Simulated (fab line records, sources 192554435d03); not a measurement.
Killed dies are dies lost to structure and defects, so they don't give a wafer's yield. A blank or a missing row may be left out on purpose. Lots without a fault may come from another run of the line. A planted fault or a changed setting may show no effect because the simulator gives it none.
fab line records | flow n5_finfet
record lots=9 wafers=27 last_day=18
route steps=1938 shown HKMG_FIN@400 BEOL_M4@1111
lots that met no fault: from a run of the same line without faults
start_h: hours from the record's first day to the start of the lot's first wafer shown | wait_h: hours since the lot's step before | " the same as in the row above | L1.1+2: a row that stands for several wafers | - no value, or no start given | * or withheld: withheld | < > ~ a bound
route shown NAME@n: a module of which the file shows steps, and the number in the route of the first | usual: mean/standard deviation of fault-free wafers | same: alike in all rows | chamber/n: place in a boat | sites: the reading at each site | _std_site: their standard deviation | _edge_site: outer sites' mean less inner sites' | radius_mm: how far each site lies from the wafer's centre | mask NAME#n: copy n | behind: the tool/chamber that last shaped the wafer | hold: why the lot was held/for how many hours/how that ended | device: the transistor (n, p or np) that didn't switch | end of line: the same wafers' tests at the end of the route | a step without rows: its recipe alone | killed: dies lost to structure and defects at the first sort, not the wafer's yield | map: a wafer's dies, x killed, . not, _ none there
set.NAME: the setting as run; set.NAME@STEP: as run at that earlier step | model.NAME: the simulator's own value behind a step, which no gauge read
steps of the route over a sample of lots; a table a step, a row a wafer
services: from which hour (start_h, from the record's first day; less than 0 if before it) a tool's chamber was out of use, for how many hours, and why
## steps
# step N5_HKMG_FIN_INSPECT_61
# recipe mode=adi inspect_instrument=macro
# usual raw_defect_count=2.0/1.3
# columns lot.wafer tool chamber start_h wait_h raw_defect_count
L555.2 defect_inspect-01 - 79.25 0.0 1
L555.4 " - " " 1
L555.6 " - " " 1
L559.1 defect_inspect-01 - 103.63 0.0 1
L559.2 " - " " 1
L559.3 " - " " 2
L561.1 defect_inspect-02 - 115.61 0.0 2
L561.2 " - " " 1
L561.5 " - " " 0
L563.2 defect_inspect-01 - 125.15 0.0 1
L563.4 " - " " 2
L563.6 " - " " 2
L564.2 defect_inspect-02 - 131.23 0.0 2
L564.3 " - " " 3
L564.4 " - " " 0
L565.1 defect_inspect-02 - 138.53 0.0 2
L565.2 " - " " 2
L565.5 " - " " 3
L568.2 defect_inspect-02 - 157.85 0.0 0
L568.4 " - " " 2
L568.5 " - " " 3
L574.2 defect_inspect-02 - 194.86 0.0 1
L574.4 " - " " 2
L574.5 " - " " 2
L577.1 defect_inspect-01 - 212.72 0.0 1
L577.5 " - " " 2
L577.6 " - " " 3
# step N5_HKMG_FIN_ALD_79
# recipe material=TiN target_thk_a=15 temp_c=400 ald_precursor_family=TiCl4 ald_co_reactant=NH3 pulse_time_s=1 purge_time_s=3 co_reactant_purge_time_s=2 co_reactant_pulse_time_s=2 ald_cycles=68 pressure_torr=3
# usual co_reactant_pulse_time_s=2/0 heater_power_w=940/100 precursor_pulse_height_rel=1.002/0.019 susceptor_temp_C=400.04/0.2
# columns lot.wafer tool chamber start_h wait_h co_reactant_pulse_time_s heater_power_w precursor_pulse_height_rel susceptor_temp_C
L555.2 ald_metal-01 2 81.21 0.0 2 1083 1.018 400.15
L555.4 " 1 " " 2 873 1.029 400.01
L555.6 " 2 " " 2 1064 1.001 400.33
L559.1 ald_metal-04 0 105.04 0.0 2 821 1.048 400.14
L559.2 " 3 " " 2 1040 0.994 399.95
L559.3 " 1 " " 2 945 1.008 400.14
L561.1 ald_metal-01 0 117.01 0.0 2 872 0.951 400.04
L561.2 " 2 " " 2 1082 1.024 399.64
L561.5 " 3 " " 2 859 0.990 400.18
L563.2 ald_metal-03 0 126.55 0.0 2 724 0.997 400.07
L563.4 " 3 " " 2 1003 1.008 400.31
L563.6 " 3 " " 2 1030 1.010 399.83
L564.2 ald_metal-04 1 132.65 0.1 2 951 1.025 400.00
L564.3 " 2 " " 2 1000 0.978 400.07
L564.4 " 0 " " 2 837 1.036 400.03
L565.1 ald_metal-03 0 139.93 0.0 2 727 0.995 399.95
L565.2 " 2 " " 2 897 0.992 400.06
L565.5 " 0 " " 2 734 0.993 399.92
L568.2 ald_metal-03 0 159.27 0.0 2 712 0.991 399.94
L568.4 " 1 " " 2 1036 1.018 399.61
L568.5 " 3 " " 2 1020 1.007 400.28
L574.2 ald_metal-03 0 196.28 0.0 2 731 1.005 399.86
L574.4 " 1 " " 2 1047 0.978 400.01
L574.5 " 2 " " 2 867 0.993 400.28
L577.1 ald_metal-01 3 215.39 0.0 2 888 0.966 399.63
L577.5 " 1 " " 2 875 1.000 399.80
L577.6 " 0 " " 2 855 1.028 400.17
# step N5_HKMG_FIN_PWFM_ALD_03
# recipe material=TiN target_thk_a=20 temp_c=400 ald_precursor_family=TiCl4 ald_co_reactant=NH3 pulse_time_s=1 purge_time_s=3 co_reactant_purge_time_s=2 co_reactant_pulse_time_s=2 ald_cycles=91 pressure_torr=3
# usual co_reactant_pulse_time_s=2/0 heater_power_w=946/97 precursor_pulse_height_rel=1.000/0.019 susceptor_temp_C=400.00/0.22
# columns lot.wafer tool chamber start_h wait_h co_reactant_pulse_time_s heater_power_w precursor_pulse_height_rel susceptor_temp_C
L555.2 ald_metal-03 2 82.38 0.0 2 920 0.983 399.74
L555.4 " 0 " " 2 739 1.008 399.80
L555.6 " 1 " " 2 1055 0.992 399.88
L559.1 ald_metal-04 3 106.13 0.0 2 1023 1.020 399.91
L559.2 " 1 " " 2 965 0.985 400.06
L559.3 " 0 " " 2 868 1.001 400.14
L561.1 ald_metal-04 1 118.09 0.0 2 935 1.030 400.15
L561.2 " 0 " " 2 840 1.011 399.85
L561.5 " 3 " " 2 1063 0.984 399.91
L563.2 ald_metal-04 0 127.63 0.0 2.4646 879 1.002 400.04
L563.4 " 2 " " 2 1040 0.979 399.88
L563.6 " 2 " " 2.4646 1037 1.000 399.63
L564.2 ald_metal-04 1 133.74 0.0 2.4646 969 0.961 399.79
L564.3 " 0 " " 2 862 0.988 399.92
L564.4 " 3 " " 2 1039 1.029 399.88
L565.1 ald_metal-03 2 141.01 0.0 2 912 1.009 400.53
L565.2 " 0 " " 2 727 0.972 399.69
L565.5 " 3 " " 2 1002 0.975 400.48
L568.2 ald_metal-04 1 160.60 0.0 2.4646 946 1.002 399.82
L568.4 " 3 " " 2 1054 0.989 400.17
L568.5 " 3 " " 2 1031 0.975 399.99
L574.2 ald_metal-03 0 197.48 0.0 2 724 1.021 400.10
L574.4 " 2 " " 2 907 0.995 400.21
L574.5 " 2 " " 2 903 0.976 400.25
L577.1 ald_metal-01 2 216.71 0.0 2 1053 1.030 400.20
L577.5 " 3 " " 2 903 1.014 400.13
L577.6 " 0 " " 2 847 1.012 399.87
# step N5_HKMG_FIN_ETCH_32
# recipe chemistry=N2/H2 target=SOC target_depth_a=2400 temp_c=40 time_s=300 ion_energy_ev=200 mask_material=SiARC pressure_mtorr=30 source_w=840 bias_w=150 n2_flow_sccm=200 h2_flow_sccm=200
# usual drypump_motor_current_A=5.8/0.46 oes_product_au=0.76/0.09 rf_vpp_V=522.4/2.2 showerhead_plenum_p_Torr=2.49/0.074 throttle_valve_pct=17.87/0.28
# columns lot.wafer tool chamber start_h wait_h drypump_motor_current_A oes_product_au rf_hours_counter_h rf_vpp_V showerhead_plenum_p_Torr throttle_valve_pct
L555.2 rie_diel-04 0 83.42 0.0 5.6 0.70 206 519.6 2.42 17.87
L555.4 " 0 " " 5.7 0.70 - 522.3 2.42 17.86
L555.6 " 1 " " 5.2 0.73 - 521.0 2.44 17.41
L559.1 rie_diel-06 1 107.02 0.0 6.0 0.74 207 523.5 2.51 18.15
L559.2 " 2 " " 5.5 0.72 169 519.1 2.45 18.13
L559.3 " 0 " " 6.7 0.71 228 523.1 2.49 18.02
L561.1 rie_diel-06 1 119.21 0.0 6.0 0.73 212 522.7 2.51 18.15
L561.2 " 3 " " 6.5 0.93 31 522.7 2.49 17.71
L561.5 " 3 " " 6.5 0.93 - 521.7 2.49 17.71
L563.2 rie_diel-05 2 128.69 0.0 5.1 0.72 188 526.9 2.65 17.70
L563.4 " 1 " " 6.0 0.90 25 521.9 2.52 17.62
L563.6 " 1 " " 6.1 0.91 - 523.0 2.52 17.62
L564.2 rie_diel-06 3 134.75 0.0 6.5 0.93 38 522.2 2.48 17.74
L564.3 " 2 " " 5.4 0.72 181 521.4 2.45 18.14
L564.4 " 2 " " 5.4 0.72 - 520.1 2.45 18.14
L565.1 rie_diel-04 0 142.03 0.0 5.6 0.69 226 520.6 2.41 17.91
L565.2 " 2 " " 5.8 0.73 165 528.1 2.65 18.05
L565.5 " 0 " " 5.7 0.69 - 519.8 2.41 17.88
L568.2 rie_diel-04 1 161.94 0.0 5.2 0.71 181 520.6 2.43 17.46
L568.4 " 3 " " 5.3 0.91 26 523.4 2.48 17.31
L568.5 " 0 " " 5.6 0.68 - 520.8 2.41 17.91
L574.2 rie_diel-06 3 198.50 0.0 6.5 0.88 61 520.1 2.48 17.75
L574.4 " 1 " " 6.0 0.71 - 521.9 2.50 18.20
L574.5 " 3 " " 6.5 0.88 - 522.2 2.48 17.77
L577.1 rie_diel-04 2 217.95 0.0 5.8 0.71 196 525.5 2.64 18.11
L577.5 " 1 " " 5.2 0.70 - 520.9 2.42 17.49
L577.6 " 2 " " 5.8 0.71 - 526.1 2.64 18.10
# step N5_BEOL_M4_RC_MEAS_101
# usual DIBL_N=36.0/2.5 DIBL_P=36.7/3 IOFF_N=0.16/0.043 IOFF_P=0.21/0.049 ION_N=673/15 ION_P=461/9.8 SS_N=71.5/0.83 SS_P=73.4/0.83 VT_N=250/4 VT_P=-251/4
# columns lot.wafer tool chamber start_h wait_h DIBL_N[mV/V] DIBL_P[mV/V] IOFF_N[nA/um] IOFF_P[nA/um] ION_N[uA/um] ION_P[uA/um] SS_N[mV/dec] SS_P[mV/dec] VT_N[mV] VT_P[mV]
L555.2 prober-02 0 160.81 0.2 41.7 41.5 0.27 0.30 687 465 73.2 75.1 244 -247
L555.4 " 0 " " 36.4 34.4 0.14 0.17 663 449 71.2 73.3 255 -257
L555.6 " 0 " " 36.7 34.5 0.15 0.18 664 449 71.7 74.0 255 -255
L559.1 prober-01 0 192.36 0.0 40.5 41.9 0.23 0.29 687 465 72.0 73.8 244 -245
L559.2 " 0 " " 32.2 32.5 0.09 0.15 647 452 69.8 71.4 258 -253
L559.3 " 0 " " 38.0 39.1 0.18 0.24 681 465 71.5 73.0 248 -247
L561.1 prober-02 0 212.67 0.0 30.3 32.5 0.10 0.14 645 441 71.2 71.8 256 -257
L561.2 " 0 " " 31.6 34.5 0.12 0.16 651 453 70.9 72.6 252 -254
L561.5 " 0 " " 36.3 39.7 0.23 0.26 681 464 73.6 73.7 244 -246
L563.2 prober-01 0 218.24 0.2 39.2 43.4 0.28 0.33 689 471 72.0 75.1 242 -243
L563.4 " 0 " " 35.1 35.1 0.17 0.18 666 456 71.2 73.2 249 -254
L563.6 " 0 " " 33.3 35.7 0.13 0.17 677 464 69.9 72.6 251 -253
L564.2 prober-02 0 220.05 0.2 39.1 38.4 0.18 0.22 668 458 72.7 74.4 251 -250
L564.3 " 0 " " 37.2 37.8 0.15 0.21 665 455 71.9 73.5 251 -252
L564.4 " 0 " " 34.3 34.9 0.12 0.18 651 456 70.4 73.3 254 -255
L565.1 prober-02 0 242.03 0.0 39.5 40.3 0.23 0.28 685 460 72.8 74.4 245 -247
L565.2 " 0 " " 35.1 34.3 0.14 0.19 686 473 70.6 73.1 252 -254
L565.5 " 0 " " 37.1 36.4 0.19 0.21 678 457 71.6 73.3 247 -253
L568.2 prober-01 0 243.50 0.2 41.8 41.4 0.27 0.33 684 463 73.2 74.9 247 -243
L568.4 " 0 " " 34.5 32.9 0.13 0.18 668 462 70.4 72.5 251 -251
L568.5 " 0 " " 35.7 33.3 0.13 0.18 650 447 71.9 73.4 256 -251
L574.2 prober-01 0 296.14 0.2 37.2 38.7 0.19 0.26 677 464 71.9 73.6 248 -248
L574.4 " 0 " " 33.4 33.9 0.13 0.19 662 463 70.9 72.9 253 -250
L574.5 " 0 " " 34.2 34.3 0.15 0.20 682 472 71.5 72.6 246 -249
L577.1 prober-01 0 325.33 0.0 35.6 36.6 0.14 0.17 672 454 71.1 72.9 252 -256
L577.5 " 0 " " 37.2 38.3 0.17 0.19 683 463 71.8 73.6 251 -254
L577.6 " 0 " " 35.3 36.1 0.13 0.16 650 445 70.9 73.2 254 -258
## services
# columns tool chamber start_h hours kind
rie_diel-06 - 59.51 0.8 repair
rie_diel-05 2 59.86 3.2 repair
rie_diel-05 - 63.26 0.9 repair
ald_metal-03 - 71.36 8.7 pm
ald_metal-04 1 75.53 8.0 repair
rie_diel-05 2 90.55 4.2 repair
ald_metal-04 2 99.21 25.3 repair
rie_diel-06 0 107.86 29.5 repair
rie_diel-05 2 112.56 7.4 repair
ald_metal-01 2 118.96 10.5 repair
ald_metal-04 - 124.50 0.8 repair
rie_diel-04 2 130.36 10.1 repair
rie_diel-05 3 134.08 65.0 repair
ald_metal-01 - 161.44 8.7 pm
rie_diel-05 1 183.09 9.7 repair
rie_diel-06 0 194.55 - clean
rie_diel-06 0 194.55 - consumable_replace:focus_ring
rie_diel-06 0 194.55 34.3 scheduled_down
rie_diel-06 0 194.55 34.3 vent_cycle
ald_metal-03 - 195.59 0.6 repair
ald_metal-04 - 197.69 0.3 repair
ald_metal-03 - 203.08 0.5 repair
rie_diel-04 0 205.22 - clean
rie_diel-05 3 209.61 4.5 repair
## key
first_sign step=N5_HKMG_FIN_PWFM_ALD_03 reading=co_reactant_pulse_time_s direction=up sigmas=99+ usual=* struck=*
effect none on later readings
met_at N5_HKMG_FIN_PWFM_ALD_03
struck_lots L563,L564,L568
struck_wafers L563.2,L563.6,L564.2,L568.2
not_acting_at N5_HKMG_FIN_INSPECT_61,N5_HKMG_FIN_ALD_79,N5_HKMG_FIN_ETCH_32
onset_between 118.09 127.63
fault kind=process_parameter_drift tool=ald_metal-04 chamber=- onset_h=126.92 steps=N5_HKMG_FIN_PWFM_ALD_03 channel=co_reactant_pulse_time_s offset=* shape=step end_h=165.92 scope=struck_wafers_only acts_in=* stated=*
